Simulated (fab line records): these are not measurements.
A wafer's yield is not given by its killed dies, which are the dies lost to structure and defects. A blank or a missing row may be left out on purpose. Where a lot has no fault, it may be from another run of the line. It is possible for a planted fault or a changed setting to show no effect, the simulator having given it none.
fab line records	flow n5Finfet
record: lots: 7	wafers: 20	lastDay: 18
route steps=1938 shown BEOL_M0_SAQP@635 BEOL_M4@1111 PASSIVATION@1936
lots that met no fault: taken from a fault-free run of the same line
startH: hours from the record's opening day to when the first of the lot's shown wafers began	waitH: how many hours have passed since the lot's step before this one	" identical to the entry in the row above	L1.1+2: several wafers, shown together as one row	- no value present, or no start provided	* or withheld: withheld	< > ~ a bound
route shown NAME@n: a module of which the file shows steps, and the number in the route of the first	usual: mean/standard deviation of fault-free wafers	same: alike in all rows	chamber/n: place in a boat	sites: each site's reading	_std_site: how widely they spread, as a standard deviation	_edge_site: the outer-site mean with the inner-site mean subtracted	radiusMm: how far each site lies from the wafer's centre	mask NAME#n: copy n	behind: tool/chamber where the wafer was last shaped	hold: the reason the lot was held/the length of the hold in hours/how it ended	device: the transistor (n, p or np) that didn't switch	end of line: tests of these same wafers at the route's end	for a step that has no rows: nothing shown but its recipe	killed: dies lost to structure and defects at the first sort, not the wafer's yield	map: per-die view of a wafer (x killed, . not killed, _ where there is no die)
set.NAME: setting as actually run; set.NAME@STEP: the setting as run at that earlier step	model.NAME: the simulator's own value behind a step, which no gauge read
lots seen at some steps along the route; tables by step, rows by wafer
services: from which hour (startH, from the record's first day; less than 0 if before it) a tool's chamber was out of use, for how many hours, and why
== steps ==
step: N5_BEOL_M0_SAQP_PECVD_03
recipe: material: SiCN	targetThkA: 120	tempC: withheld	precursor: 3MS/NH3	pressureTorr: 3	rfW: 202	timeS: 21.1
usual: showerheadPlenumPTorr: 3.675/0.0084	throttleValvePct: 8.9/0.3
same: timeS: 21.1
lot.wafer	tool	chamber	startH	waitH	showerheadPlenumPTorr	throttleValvePct
L389.3	pecvd-02	0	120.60	0.1	3.666	9.1
L389.5	"	1	"	"	3.685	8.9
L389.6	"	0	"	"	3.663	9.2
L394.2	pecvd-02	0	140.55	0.1	3.668	9.1
L394.5	"	0	"	"	3.667	9.1
L394.6	"	1	"	"	3.682	8.9
L404.2	pecvd-02	2	202.82	0.1	3.678	8.7
L404.4	"	2	"	"	3.674	8.9
L404.6	"	0	"	"	3.655	9.0
L405.3	pecvd-02	2	214.36	0.1	3.665	9.3
L405.5	"	2	"	"	3.676	9.1
L405.6	"	0	"	"	3.664	9.0
L406.2	pecvd-02	0	214.92	0.1	3.672	9.3
L406.5	"	0	"	"	3.668	9.1
L406.6	"	2	"	"	3.665	9.1
L410.1	pecvd-04	0	245.34	0.1	3.667	8.8
L410.2	"	2	"	"	3.678	8.9
L410.3	"	1	"	"	3.689	9.7
L411.1	pecvd-02	1	246.45	0.1	3.672	8.8
L411.5	"	0	"	"	3.675	9.2
step: N5_BEOL_M0_SAQP_PECVD_96
recipe: material: a-Si	targetThkA: 450	tempC: 350	precursor: SiH4/He	pressureTorr: 3	rfW: 100	timeS: 45.2
usual: heaterPowerW: 659/64	showerheadPlenumPTorr: 5.704/0.029	throttleValvePct: 17.9/0.52
same: timeS: 45.2
lot.wafer	tool	chamber	startH	waitH	heaterPowerW	showerheadPlenumPTorr	throttleValvePct
L389.3	pecvd-02	0	120.63	0.0	607	5.681	18.1
L389.5	"	1	"	"	779	5.731	17.7
L389.6	"	0	"	"	601	5.668	18.2
L394.2	pecvd-02	0	140.58	0.0	677	5.659	18.3
L394.5	"	0	"	"	691	5.671	18.2
L394.6	"	1	"	"	812	5.729	17.8
L404.2	pecvd-02	2	202.85	0.0	606	5.685	17.8
L404.4	"	2	"	"	609	5.681	17.4
L404.6	"	0	"	"	601	5.665	18.4
L405.3	pecvd-02	2	214.41	0.0	532	5.684	17.8
L405.5	"	2	"	"	541	5.695	17.8
L405.6	"	0	"	"	680	5.661	18.2
L406.2	pecvd-02	0	214.97	0.0	631	5.670	18.3
L406.5	"	0	"	"	647	5.690	18.2
L406.6	"	2	"	"	612	5.704	17.9
L410.1	pecvd-04	0	245.37	0.0	743	5.676	18.2
L410.2	"	2	"	"	660	5.712	18.0
L410.3	"	1	"	"	566	5.693	19.4
L411.1	pecvd-02	1	246.48	0.0	797	5.734	17.9
L411.5	"	0	"	"	594	5.670	17.8
step: N5_BEOL_M0_SAQP_PECVD_97
recipe: material: SiNx	targetThkA: 230	tempC: 350	precursor: SiH4/NH3/N2	pressureTorr: 1.5	rfW: 300	timeS: 19.9
usual: heaterPowerW: 583/69	showerheadPlenumPTorr: 5.19/0.037	throttleValvePct: 39.3/1.1
same: timeS: 19.9
lot.wafer	tool	chamber	startH	waitH	heaterPowerW	showerheadPlenumPTorr	throttleValvePct
L389.3	pecvd-02	0	120.68	0.0	595	5.14	39.9
L389.5	"	1	"	"	690	5.23	38.8
L389.6	"	0	"	"	617	5.15	40.2
L394.2	pecvd-02	0	140.62	0.0	542	5.15	39.7
L394.5	"	0	"	"	532	5.15	39.9
L394.6	"	1	"	"	717	5.23	39.4
L404.2	pecvd-02	2	202.90	0.0	503	5.18	39.0
L404.4	"	2	"	"	484	5.19	39.1
L404.6	"	0	"	"	526	5.15	40.2
L405.3	pecvd-02	2	214.48	0.0	571	5.17	38.9
L405.5	"	2	"	"	560	5.18	39.1
L405.6	"	0	"	"	639	5.12	39.8
L406.2	pecvd-02	0	215.04	0.0	524	5.14	39.8
L406.5	"	0	"	"	526	5.14	39.9
L406.6	"	2	"	"	532	5.17	39.0
L410.1	pecvd-04	0	245.42	0.0	634	5.15	39.2
L410.2	"	2	"	"	627	5.21	39.3
L410.3	"	1	"	"	459	5.19	42.2
L411.1	pecvd-02	1	246.53	0.0	732	5.23	39.1
L411.5	"	0	"	"	573	5.15	40.0
step: N5_BEOL_M0_SAQP_PECVD_04
recipe: material: a-Si	targetThkA: 600	tempC: 350	precursor: SiH4/He	pressureTorr: 3	rfW: 100	timeS: 60.2
usual: heaterPowerW: 654/59	showerheadPlenumPTorr: 5.705/0.028	throttleValvePct: 17.9/0.52
same: timeS: 60.2
lot.wafer	tool	chamber	startH	waitH	heaterPowerW	showerheadPlenumPTorr	throttleValvePct
L389.3	pecvd-02	0	120.71	0.0	649	5.670	17.8
L389.5	"	1	"	"	768	5.733	17.8
L389.6	"	0	"	"	637	5.663	18.1
L394.2	pecvd-02	0	140.66	0.0	697	5.677	18.0
L394.5	"	0	"	"	704	5.667	18.3
L394.6	"	1	"	"	754	5.730	17.7
L404.2	pecvd-02	2	202.94	0.0	610	5.682	17.7
L404.4	"	2	"	"	599	5.677	17.9
L404.6	"	0	"	"	620	5.663	18.0
L405.3	pecvd-02	2	214.55	0.1	589	5.677	18.1
L405.5	"	2	"	"	590	5.701	17.9
L405.6	"	0	"	"	683	5.662	18.2
L406.2	pecvd-02	0	215.09	0.0	624	5.665	18.4
L406.5	"	0	"	"	643	5.676	18.1
L406.6	"	2	"	"	640	5.696	17.7
L410.1	pecvd-04	0	245.46	0.0	671	5.688	18.0
L410.2	"	2	"	"	589	5.714	17.7
L410.3	"	1	"	"	572	5.718	19.1
L411.1	pecvd-02	1	246.57	0.0	710	5.726	17.6
L411.5	"	0	"	"	674	5.663	18.1
step: N5_BEOL_M0_SAQP_THK_MEAS_05
usual: thkNm: 60.0/0.81
lot.wafer	tool	chamber	startH	waitH	thkNm
L389.3	filmMetro-01	-	120.82	0.1	59.5
L389.5	"	-	"	"	60.3
L389.6	"	-	"	"	61.1
L394.2	filmMetro-02	-	140.76	0.1	59.5
L394.5	"	-	"	"	60.5
L394.6	"	-	"	"	59.9
L404.2	filmMetro-01	-	203.03	0.1	58.8
L404.4	"	-	"	"	60.1
L404.6	"	-	"	"	60.6
L405.3	filmMetro-02	-	214.64	0.1	60.9
L405.5	"	-	"	"	59.3
L405.6	"	-	"	"	60.4
L406.2	filmMetro-02	-	215.22	0.1	59.6
L406.5	"	-	"	"	60.9
L406.6	"	-	"	"	60.4
L410.1	filmMetro-02	-	245.55	0.1	59.4
L410.2	"	-	"	"	59.6
L410.3	"	-	"	"	59.0
L411.1	filmMetro-02	-	246.66	0.1	60.0
L411.5	"	-	"	"	61.5
step: N5_BEOL_M0_SAQP_HM_DEP_111
recipe: material: SiO2	targetThkA: 120	tempC: 400	precursor: SiH4/N2O	pressureTorr: 0.75	rfW: 275	timeS: 7.2
usual: heaterPowerW: 815/76	showerheadPlenumPTorr: 8.27/0.079
same: timeS: 7.2
lot.wafer	tool	chamber	startH	waitH	heaterPowerW	showerheadPlenumPTorr
L389.3	pecvd-02	1	120.86	0.0	836	8.35
L389.5	"	2	"	"	701	8.21
L389.6	"	0	"	"	838	8.17
L394.2	pecvd-04	1	140.79	0.0	636	8.25
L394.5	"	0	"	"	830	8.22
L394.6	"	2	"	"	887	8.28
L404.2	pecvd-01	0	203.07	0.0	818	8.39
L404.4	"	2	"	"	866	8.20
L404.6	"	1	"	"	901	8.37
L405.3	pecvd-04	0	214.70	0.1	832	8.21
L405.5	"	0	"	"	819	8.18
L405.6	"	2	"	"	724	8.29
L406.2	pecvd-01	1	215.26	0.0	849	8.36
L406.5	"	2	"	"	766	8.20
L406.6	"	1	"	"	851	8.37
L410.1	pecvd-02	0	245.59	0.0	797	8.18
L410.2	"	1	"	"	903	8.33
L410.3	"	2	"	"	741	8.21
L411.1	pecvd-02	0	246.70	0.0	882	8.15
L411.5	"	1	"	"	944	8.34
step: N5_BEOL_M0_SAQP_COAT_81
recipe: resist: SOC	tempC: 250	timeS: 60	spinRpm: 1500	resistThkNm: 100
step: N5_BEOL_M0_SAQP_COAT_82
recipe: resist: SiARC	tempC: 220	timeS: 60	spinRpm: 1500	resistThkNm: 30
step: N5_BEOL_M0_SAQP_COAT_08
recipe: resist: CAR-ArF	spinRpm: 1500	resistThkNm: 90
step: N5_BEOL_M0_SAQP_EBR_10
recipe: solvent: PGMEA	ebrWidthMm: 1.5
step: N5_BEOL_M0_SAQP_SOFTBAKE_09
recipe: tempC: 110	timeS: 60	resist: CAR-ArF
step: N5_BEOL_M0_SAQP_EXPOSE_11
recipe: maskId: M0_CORE	na: 1.35	sourceShape: dipole	sigmaInner: 0.538	sigmaOuter: 0.738	polarization: te	targetCdNm: 42	doseMj: 55
step: N5_BEOL_M0_SAQP_PEB_12
recipe: pebTempC: withheld	pebTimeS: 60	resist: CAR-ArF
usual: chillPlateTempC: 23.01/0.11
same: pebTimeS: 60
lot.wafer	tool	chamber	startH	waitH	chillPlateTempC
L389.3	lithoTrack-05	0	121.24	0.0	22.94
L389.5	"	0	"	"	22.90
L389.6	"	0	"	"	22.99
L394.2	lithoTrack-04	0	141.05	0.0	22.91
L394.5	"	0	"	"	22.97
L394.6	"	0	"	"	22.89
L404.2	lithoTrack-05	0	203.45	0.0	23.07
L404.4	"	0	"	"	23.25
L404.6	"	0	"	"	23.24
L405.3	lithoTrack-05	0	215.08	0.0	22.90
L405.5	"	0	"	"	22.87
L405.6	"	0	"	"	22.96
L406.2	lithoTrack-05	0	215.65	0.0	23.03
L406.5	"	0	"	"	23.14
L406.6	"	0	"	"	23.03
L410.1	lithoTrack-04	0	245.84	0.1	22.92
L410.2	"	0	"	"	22.90
L410.3	"	0	"	"	22.85
L411.1	lithoTrack-04	0	247.08	0.1	23.07
L411.5	"	0	"	"	23.28
step: N5_BEOL_M0_SAQP_DEVELOP_13
recipe: developTimeS: 30	developer: TMAH	resist: CAR-ArF	devTempC: 23	rinseLiquid: diw	dry: airSpin
step: N5_BEOL_M0_SAQP_CD_MEAS_14
recipe: targetCdNm: 42.5	landingEnergyEv: 500	detector: seInlens
usual: cdNm: 42.5/0.38
lot.wafer	tool	chamber	startH	waitH	cdNm
L389.3	cdSem-02	0	121.31	-	42.7
L389.5	"	0	"	"	42.2
L389.6	"	0	"	"	43.3
L394.2	cdSem-01	0	141.12	-	42.7
L394.5	"	0	"	"	42.2
L394.6	"	0	"	"	42.4
L404.2	cdSem-01	0	203.52	-	33.6
L404.4	"	0	"	"	33.4
L404.6	"	0	"	"	33.5
L405.3	cdSem-01	0	215.15	-	33.2
L405.5	"	0	"	"	33.2
L405.6	"	0	"	"	33.7
L406.2	cdSem-02	0	215.72	-	33.1
L406.5	"	0	"	"	33.8
L406.6	"	0	"	"	32.8
L410.1	cdSem-03	0	245.91	-	43.0
L410.2	"	0	"	"	42.5
L410.3	"	0	"	"	42.8
L411.1	cdSem-01	0	247.15	-	42.5
L411.5	"	0	"	"	43.1
step: N5_BEOL_M0_SAQP_OVL_MEAS_15
recipe: pointsPerWafer: 44
usual: M0_CORE_OVL: 0.1/0.95
lot.wafer	tool	chamber	startH	waitH	M0_CORE_OVL[nm]
L389.3	overlay-01	0	121.34	0.0	-0.6
L389.5	"	0	"	"	-0.6
L389.6	"	0	"	"	-3.4
L394.2	overlay-02	0	141.14	0.0	-0.8
L394.5	"	0	"	"	0.7
L394.6	"	0	"	"	-0.3
L404.2	overlay-02	0	203.55	0.0	1.2
L404.4	"	0	"	"	0.2
L404.6	"	0	"	"	0.7
L405.3	overlay-02	0	215.18	0.0	0.6
L405.5	"	0	"	"	-0.2
L405.6	"	0	"	"	0.2
L406.2	overlay-01	0	215.75	0.0	1.0
L406.5	"	0	"	"	0.1
L406.6	"	0	"	"	0.6
L410.1	overlay-02	0	245.94	0.0	-2.0
L410.2	"	0	"	"	-0.5
L410.3	"	0	"	"	-1.8
L411.1	overlay-01	0	247.18	0.0	-0.1
L411.5	"	0	"	"	-0.9
step: N5_BEOL_M4_RC_MEAS_101
usual: DIBL_N: 36.1/2	DIBL_P: 36.3/2.5	IOFF_N: 0.16/0.037	IOFF_P: 0.21/0.039	ION_N: 678/15	ION_P: 465/8.7	SS_N: 71.4/0.7	SS_P: 73.3/0.74	VT_N: 249/3.6	VT_P: -250.0/2.9
lot.wafer	tool	chamber	startH	waitH	DIBL_N[mV/V]	DIBL_P[mV/V]	IOFF_N[nA/um]	IOFF_P[nA/um]	ION_N[uA/um]	ION_P[uA/um]	SS_N[mV/dec]	SS_P[mV/dec]	VT_N[mV]	VT_P[mV]
L389.3	prober-02	0	178.72	0.3	34.2	34.8	0.14	0.21	675	462	71.8	73.2	250	-247.8
L389.5	"	0	"	"	34.0	34.7	0.15	0.22	693	477	71.0	73.3	248	-248.4
L389.6	"	0	"	"	36.2	36.9	0.18	0.24	671	460	71.8	73.6	246	-248.3
L394.2	prober-01	0	198.62	0.3	35.9	36.7	0.17	0.19	696	466	71.3	73.4	249	-250.6
L394.5	"	0	"	"	33.3	33.6	0.12	0.16	678	460	70.2	72.2	251	-255.6
L394.6	"	0	"	"	34.7	36.6	0.15	0.21	692	477	71.9	73.4	248	-249.1
L411.1	prober-02	0	313.10	0.0	34.4	35.3	0.13	0.20	663	456	70.3	73.5	250	-248.7
L411.5	"	0	"	"	32.6	32.2	0.11	0.16	674	474	70.5	72.4	252	-252.8
L410.1	prober-01	0	324.98	0.0	38.4	39.4	0.22	0.26	686	464	72.2	73.9	245	-245.6
L410.2	"	0	"	"	32.9	33.3	0.13	0.17	672	465	70.0	73.2	248	-249.2
L410.3	"	0	"	"	33.2	33.9	0.13	0.19	685	481	70.8	72.1	249	-251.4
step: N5_PASSIVATION_PROBE_49
usual: defectLimitedYield: 91.1/1.3	killed_at_M0_to_M3: 32/9.7	killed_at_M4_up: 16/6	killedAtContacts: 12/5.9	killedAtFrontEnd: 41/11	killedAtOther: 4/3.1	killedDies: 104/16	killedOnRim: 14/4	killedOpen: 68/12	killedShort: 34/7.4	sort_bin_5_function: 5.1/0.85	sort_bin_6_memory: 3.3/0.66	sortNPass: 1075/16	sortYieldPct: 91.1/1.4
same: grossDies: 1180	killedAtBackSide: 0	sort_bin_4_leakage[%]: 0	sort_bin_8_speed[%]: 0
lot.wafer	tool	chamber	startH	waitH	defectLimitedYield[%]	killed_at_M0_to_M3	killed_at_M4_up	killedAtContacts	killedAtFrontEnd	killedAtOther	killedDies	killedOnRim	killedOpen	killedShort	sort_bin_5_function[%]	sort_bin_6_memory[%]	sortNPass	sortYieldPct[%]
L389.3	prober-02	-	291.32	0.1	91.3	33	14	20	32	4	103	18	71	32	4.8	3.6	1077	91.3
L389.5	prober-02	-	291.42	0.2	92.3	33	20	14	22	2	91	10	60	29	4.4	3.2	1089	92.3
L389.6	prober-02	-	291.47	0.3	90.0	40	17	5	48	8	118	17	79	37	5.8	3.8	1062	90.0
L404.2	prober-02	-	394.70	0.1	23.5	836	16	10	40	1	903	150	74	26	72.9	3.5	277	23.5
L404.4	prober-02	-	394.80	0.2	8.6	1022	5	20	31	1	1079	152	58	32	89.3	1.9	101	8.6
L404.6	prober-02	-	394.90	0.3	12.1	967	21	12	35	2	1037	152	62	18	85.1	2.5	143	12.1
L405.3	prober-01	-	400.04	0.1	16.8	890	24	19	49	0	982	152	84	28	79.2	3.6	198	16.8
L405.5	prober-01	-	400.14	0.2	10.2	1001	21	6	28	4	1060	152	53	37	86.9	2.7	120	10.2
L405.6	prober-01	-	400.19	0.3	27.2	797	15	8	39	0	859	151	57	21	68.9	3.1	321	27.2
L406.2	prober-01	-	412.99	0.1	8.6	1009	11	20	34	4	1078	152	71	26	88.4	2.8	102	8.6
L406.5	prober-01	-	413.14	0.2	15.1	934	9	11	46	2	1002	152	57	34	81.5	2.5	178	15.1
L406.6	prober-01	-	413.19	0.3	8.1	1015	10	5	50	4	1084	152	51	30	88.1	1.9	96	8.1
killed by level:class
L389.3 MOL_CONTACT_COAG:geometricParticle:open=17 BEOL_M0_SAQP:geometricParticle:open=10 FIN_SAQP:geometricParticle:open=8 BEOL_M4:geometricParticle:short=7 BEOL_M0_SAQP:geometricParticle:short=6 BEOL_M3:geometricParticle:open=5 FIN_SAQP:geometricParticle:short=4 BEOL_M2:geometricParticle:open=4
L389.5 MOL_CONTACT_COAG:geometricParticle:open=11 BEOL_M1:geometricParticle:open=8 BEOL_M0_SAQP:geometricParticle:open=7 GATE_CUT:geometricParticle:short=6 BEOL_M4:geometricParticle:open=6 BEOL_M0:geometricParticle:open=5 BEOL_M0_SAQP:geometricParticle:short=4 FIN_SAQP:geometricParticle:open=3
L389.6 BEOL_M2:geometricParticle:open=10 STI_FIN_REVEAL:geometricParticle:open=9 BEOL_M0_SAQP:geometricParticle:short=8 FIN_SAQP:geometricParticle:open=7 GATE_CUT:geometricParticle:open=7 BEOL_M0_SAQP:geometricParticle:open=7 GATE_CUT:geometricParticle:short=6 FIN_SAQP:geometricParticle:short=5
L404.2 BEOL_M0_SAQP:areaPeb=802 STI_FIN_REVEAL:geometricParticle:open=12 FIN_SAQP:geometricParticle:open=10 MOL_CONTACT_COAG:geometricParticle:open=10 BEOL_M0_SAQP:geometricParticle:open=8 BEOL_M0:geometricParticle:open=8 BEOL_M0_SAQP:geometricParticle:short=6 BEOL_M4:geometricParticle:open=5
L404.4 BEOL_M0_SAQP:areaPeb=987 MOL_CONTACT_COAG:geometricParticle:open=17 BEOL_M0_SAQP:geometricParticle:open=8 FIN_SAQP:geometricParticle:open=6 GATE_CUT:geometricParticle:short=6 BEOL_M2:geometricParticle:open=5 BEOL_M3:geometricParticle:open=5 STI_FIN_REVEAL:geometricParticle:open=4
L404.6 BEOL_M0_SAQP:areaPeb=955 STI_FIN_REVEAL:geometricParticle:open=12 BEOL_M4:geometricParticle:open=11 MOL_CONTACT_COAG:geometricParticle:open=10 FIN_SAQP:geometricParticle:open=6 BEOL_M0_SAQP:geometricParticle:short=6 DUMMY_GATE:geometricParticle:open=5 BEOL_M2:geometricParticle:open=5
L405.3 BEOL_M0_SAQP:areaPeb=868 MOL_CONTACT_COAG:geometricParticle:open=17 DUMMY_GATE:geometricParticle:open=14 STI_FIN_REVEAL:geometricParticle:open=9 BEOL_M3:geometricParticle:open=9 BEOL_M4:geometricParticle:open=9 FIN_SAQP:geometricParticle:open=6 BEOL_M2:geometricParticle:open=5
L405.5 BEOL_M0_SAQP:areaPeb=970 BEOL_M4:geometricParticle:open=10 FIN_SAQP:geometricParticle:short=9 BEOL_M0_SAQP:geometricParticle:open=8 BEOL_M0_SAQP:geometricParticle:short=6 BEOL_M3:geometricParticle:open=6 MOL_CONTACT_COAG:geometricParticle:open=5 FIN_SAQP:geometricParticle:open=3
L405.6 BEOL_M0_SAQP:areaPeb=772 HKMG_FIN:areaEtch=9 MOL_CONTACT_COAG:geometricParticle:open=7 BEOL_M1:geometricParticle:open=7 BEOL_M4:geometricParticle:open=6 BEOL_M0_SAQP:geometricParticle:short=5 STARTING-WAFER:geometricParticle:open=5 FIN_SAQP:geometricParticle:open=4
L406.2 BEOL_M0_SAQP:areaPeb=981 MOL_CONTACT_COAG:geometricParticle:open=20 FIN_SAQP:geometricParticle:open=8 FIN_SAQP:geometricParticle:short=6 STI_FIN_REVEAL:geometricParticle:open=5 BEOL_M0_SAQP:geometricParticle:short=5 BEOL_M0_SAQP:geometricParticle:open=5 BEOL_M0:geometricParticle:open=5
L406.5 BEOL_M0_SAQP:areaPeb=903 BEOL_M0_SAQP:geometricParticle:open=12 STI_FIN_REVEAL:geometricParticle:open=8 MOL_CONTACT_COAG:geometricParticle:open=8 HKMG_FIN:areaEtch=8 BEOL_M0_SAQP:geometricParticle:short=7 BEOL_M3:geometricParticle:open=6 ILD0:geometricParticle:short=5
L406.6 BEOL_M0_SAQP:areaPeb=984 HKMG_FIN:areaEtch=19 BEOL_M3:geometricParticle:open=13 STI_FIN_REVEAL:geometricParticle:open=6 ILD0:geometricParticle:short=5 MOL_CONTACT_COAG:geometricParticle:open=5 FIN_SAQP:geometricParticle:short=4 BEOL_M0_SAQP:geometricParticle:short=4
map L404.4 (x killed, . not)
_________________xxxxxxxxxxxx________________
______________xxxxxxxxxxxxxxxxxx_____________
___________xxxxxxxxxxxxxxxxxxxxxxxx__________
__________xxxxxxxxxxxxxxxxxxxxxxxxxx_________
________xxxxxxxxxxxxxxxxxxxxxxxxxxxxxx_______
_______xxxxxxxxxxxxxxxxxxxxxxxxxxxxxxxx______
______xxxxxxxxxxxxxxxxxxxxxxxxxxxxxxxxxx_____
_____xxxxxxxxxxxxxxxxxxx.xxxxx.xxxxxxxxxx____
____xxxxxxxxxxxx..xxxxxx.xxxxxxxxxxxxxxxxx___
___xxxxxxxxx.xxx..xxx.xxxxxxxxxxxxx.xxxxxxx__
___xxxxxxxx.xxxxxxxxx.xxx.xxxxxxxxxxxxxxxxx__
__xxxxxxxxxxxxxxxxxxxxxxxxxxxxx.xxxxxxxxxxxx_
__xxxxxxx.xxxxxxxx.x.x.xxxxxxxxxxxxxxxxxxxxx_
_xxxxxxxxx.x.xxxx.x..x.x.xxxx.xxx.xxxxxxxxxxx
_xxxxxxxxxxx.xxx..xxx.xx....xxxxxxxxxxxxxxxxx
_xxxxxxxxx.xxxxxxxxx.x.xxxxxxxxx.xxxxxxxxxxxx
_xxxxxxxx.xxxxx.xxxxxxx.x.x..x.xx.xxx.xxxxxxx
_xxxxxxxxxxxxxx.xxxx.x.xxxx.xx...xxxxxxxxxxxx
_xxxxxxxxxxxxxx.xxxxxxxxx..xx.xxx.xxxxxxxxxxx
_xxxxxxxxxxxxxxx.xx.x.......xxxxxxxxxxxxxxxxx
_xxxxxxxxxxxx.x.xxxx..x.xxx.xxx.xxx.xxxxxxxxx
__xxxxxxxxxxxx.xxxxxxx.x.xxxxx.xxxxxxxxxxxxx_
__xxxxxxxxxxxxxx...x.xxxxxxx..x.xxxxxxxxxxxx_
___xxxxxxxxxxxxx.xxxxx.x.x.xxxxxxxxxxxxxxxx__
___xxxxxxxxxxxxxxx.x.x.xxx.xxxxxxxxxxxxxxxx__
____xxxxxxxxxxx..xxxxxxx.xxxxxx.xxxxxxxxxx___
_____xxxxxxxxxxxxxxxxxxxxxxxxxxxxxxxxxxxx____
______xxxxxxxxxxxxxxxxxxxxxxxxxxxxxxxxxx_____
_______xxxxxxxxxxxxxxxxxxx.xxxxxxxxxxxx______
________xxxxxxxxxxxxxxxxxxxxxxxxxxxxxx_______
__________xxxxxxxxxxxxxxxxxxxxxxxxxx_________
___________xxxxxxxxxxxxxxxxxxxxxxxx__________
______________xxxxxxxxxxxxxxxxxx_____________
_________________xxxxxxxxxxxx________________
map L405.5 (x killed, . not)
_________________xxxxxxxxxxxx________________
______________xxxxxxxxxxxxxxxxxx_____________
___________xxxxxxxxxxxxxxxxxxxxxxxx__________
__________xxxxxxxxxxxxxxxxxxxxxxxxxx_________
________xxxxxxxxxxxxxxxxxxxxxxxxxxxxxx_______
_______xxxxxxxxxxxxxxxxxxxxxxxxxxxxxxxx______
______xxxxxxxxxxxxxxxxxxxxxxxxxxxxxxxxxx_____
_____xxxxxxxxxxxxxxxxxxxxxxxxxxxxxxxxxxxx____
____xxxxxxxxxxxxxxxxx.xxxxxxxxxxxxxxxxxxxx___
___xxxxxxxxxxxxxxx.x.x.xxxxxx.xxxxxxxxxxxxx__
___xxxxxxxxxxxxxxxx.xxxxxx.xx.xxxxxxxxxxxxx__
__xxxxxxxxxxxxx.x.x..x.xxxx...xxxxxxxxxxxxxx_
__xxxxxxxxxxxxxxxx.xxxxx.xxxxxxxxxxxxxxxxxxx_
_xxxx.xxxxxx.xxx.xx..xxxxxxxxxxxx.xxxxxxxxxxx
_xxxxxxxxxxx.xx.x.xxx...x..xxxxxx.x..xxxxxxxx
_xxxxxxxxxxx.x..x......x..xxxxx.x.xxxxxxxxxxx
_xxxxxxxxxx.xxx..xxx.xxxx.xxx..xxxxxxxxxxxxxx
_xxxxxxxxxxxxx..xxxxxx.x.x.xxx.xx.xxxxxxxxxxx
_xxxxxxxxx.xxxxxxxxxx.x.x..x...x.xxxxxxxxxxxx
_xxxxxxxxxxxxxxx.x...xx....xxxx.x.xxx.xxxxxxx
_xxxxxxxxxx.xxx.xx.x.xx..x.x.xxxxxxxxxxxxxxxx
__xxxxxxxxxxxxxxxxx..x.xx.xxxxxxx.xxxx.xxxxx_
__xxxxxxxxxxxx.xxx.xxx...xxxxxxxx.xxxxxxxxxx_
___xxxxxxx.xx.xxxxxxxxxxxxxxxx.xxxxxxxxxxxx__
___xxxxxx.xxxxxxx.xx.x..x...xxxxxxxxxxxxxxx__
____xxxxxxxxxxxxx.xxxxx.xxxxxxxxxxxxxxxxxx___
_____xxxxxxxxxxxxx.xx.xxxxxxxxxxxxxxxxxxx____
______xxxxxxxxxxxxxxxxxxxxx.xxxxxxxxxxxx_____
_______xxxxxxxx.xxxxxxxxxx.xxxxxxxxxxxx______
________xxxxxxxxxxxxxxxxxxxxxxxxxxxxxx_______
__________xxxxxxxxxxxxxxxxxxxxxxxxxx_________
___________xxxxxxxxxxxxxxxxxxxxxxxx__________
______________xxxxxxxxxxxxxxxxxx_____________
_________________xxxxxxxxxxxx________________
== services ==
tool	chamber	startH	hours	kind
pecvd-04	-	99.25	28.1	pm
pecvd-01	2	104.13	4.0	repair
pecvd-01	2	131.50	6.3	repair
pecvd-04	0	131.92	2.1	scheduledDown
pecvd-01	1	133.26	-	calibration
pecvd-04	-	155.23	2.8	pm
pecvd-04	-	160.06	0.3	repair
pecvd-02	2	161.44	4.7	repair
pecvd-02	-	161.88	9.5	repair
pecvd-04	1	210.67	3.4	repair
pecvd-02	1	213.54	5.5	scheduledDown
pecvd-04	1	214.10	5.5	scheduledDown
lithoTrack-04	-	216.19	-	consumableReplace:filter
pecvd-04	1	219.64	5.5	scheduledDown
pecvd-04	0	238.10	-	calibration
pecvd-01	2	245.23	12.9	repair
== key ==
firstSign: step: N5_BEOL_M0_SAQP_CD_MEAS_14	reading: cdNm	direction: down	sigmas: 24	usual: 42.5	struck: 33.4
effect: step: N5_PASSIVATION_PROBE_49	reading: killed_at_M0_to_M3	direction: up	sigmas: 94	usual: 32	struck: 941
moreKillsBornAt: N5_BEOL_M0_SAQP_PEB_12@lithoTrack-05: 8222
metAt N5_BEOL_M0_SAQP_PEB_12
struckWafers L404.2,L404.4,L404.6,L405.3,L405.5,L405.6,L406.2,L406.5,L406.6
laterRowsLeftOut L404.2,L404.4,L404.6,L405.3,L405.5,L405.6,L406.2,L406.5,L406.6
baselineLoss: step: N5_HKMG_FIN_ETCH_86	wafers: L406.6
onsetBetween 121.24 203.45
fault: kind: processParameterDrift	tool: lithoTrack-05	chamber: -	onsetH: 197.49	steps: N5_BEOL_M0_SAQP_PEB_12	channel: pebTempC	offset: withheld	shape: step	endH: 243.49	actsIn: *
laterRowsLeftOut: the simulator's readings of these wafers behind a module that went badly wrong aren't trusted and aren't shown, but for the sort
baselineLoss: these wafers lose ten dies or more at that step, a loss of the line's own and not of a fault; the sort's usual values leave them out
